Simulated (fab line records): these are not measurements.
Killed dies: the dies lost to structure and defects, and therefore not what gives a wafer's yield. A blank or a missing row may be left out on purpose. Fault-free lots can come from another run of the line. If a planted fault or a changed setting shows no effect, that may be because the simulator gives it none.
One fault through the eyes of 2 desks	flow n5-finfet	every desk sees just its own numbers, and what lay behind them comes last

== THE METROLOGY DESK ==
Lot by lot, what the gauges showed, no matter which tool ran the lot: averages of those sampled wafers that carry a number. Marked OUT: a lot whose mean sits more than 4 standard deviations from the usual mean, which makes it out of limits; the brackets give that distance.
Columns: A = cd-nm at N5_BEOL_M15_CD_MEAS_17, usual 361.6 nm
lot	first seen here	A
L213	day 11 08:57	362.4
L214	day 11 20:59	360.9
L218	day 12 12:50	363.0
L219	day 12 19:24	363.4
L221	day 13 07:16	361.1
L223	day 13 22:23	360.9
L222	day 13 23:28	361.3
L224	day 14 11:25	363.2
L227	day 14 15:55	360.6
L228	day 15 07:44	360.1
L235	day 16 20:50	361.5
L236	day 17 17:35	361.3
This desk's verdict: no lot among the 12 shows anything out of limits.

== THE TOOL OWNER'S DESK: cmp-03 ==
The tool's own readings at N5_BEOL_M15_CMP_49 (polishes, stops on SiO2, t overpolish 4.9 s, target thk 850 nm): means of the sampled wafers that have a number, for each lot that ran on this tool. Marked OUT: a lot whose mean sits more than 4 standard deviations from the usual mean, which makes it out of limits; the brackets give that distance.
Columns: A = barrier-field-endpoint-s at N5_BEOL_M15_CMP_49, usual 11.45 s; B = clearing-platen-down-force-psi at N5_BEOL_M15_CMP_49, usual 2.000 psi; C = motor-current-A at N5_BEOL_M15_CMP_49, usual 8.0 A; D = overpolish-run-s at N5_BEOL_M15_CMP_49, usual 4.900 s; E = platen-rpm at N5_BEOL_M15_CMP_49, usual 80.00 rpm
lot	first seen here	A	B	C	D	E
L214	day 12 03:10	11.57	1.999	7.9	4.899	80.00
L218	day 12 17:52	11.65	1.998	7.7	4.909	80.02
L222	day 14 07:29	11.71	2.000	8.7	4.891	80.04
L224	day 14 14:38	11.47	1.997	7.9	4.897	80.03
L227	day 14 22:38	11.87	2.001	7.8	4.901	76.77 (-60) OUT
L228	day 15 14:37	11.90	2.004	8.1	4.900	76.79 (-59) OUT
This desk's finding: out of limits on L227, L228; first on L227, day 14 22:38 (platen-rpm at N5_BEOL_M15_CMP_49). In limits: L214, L218, L222, L224.

== TAKEN TOGETHER ==
The tool owner's desk could have raised an alarm at day 14 22:38, on L227, L228.
From the metrology desk's view, nothing was out of limits.
The metrology desk holds a record of L227, L228, inside its limits.
Every lot named ran N5_BEOL_M15_CMP_49 on cmp-03.

== WHAT THE SIMULATOR HAD PUT IN ==
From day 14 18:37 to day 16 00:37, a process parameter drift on cmp-03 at N5_BEOL_M15_CMP_49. Setting platen-rpm, moved by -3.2, from 80. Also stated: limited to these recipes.
Shown lots that were struck: L227, L228.
Each desk's first reading out of limits, in hours after the fault started: the tool owner's desk, 4.
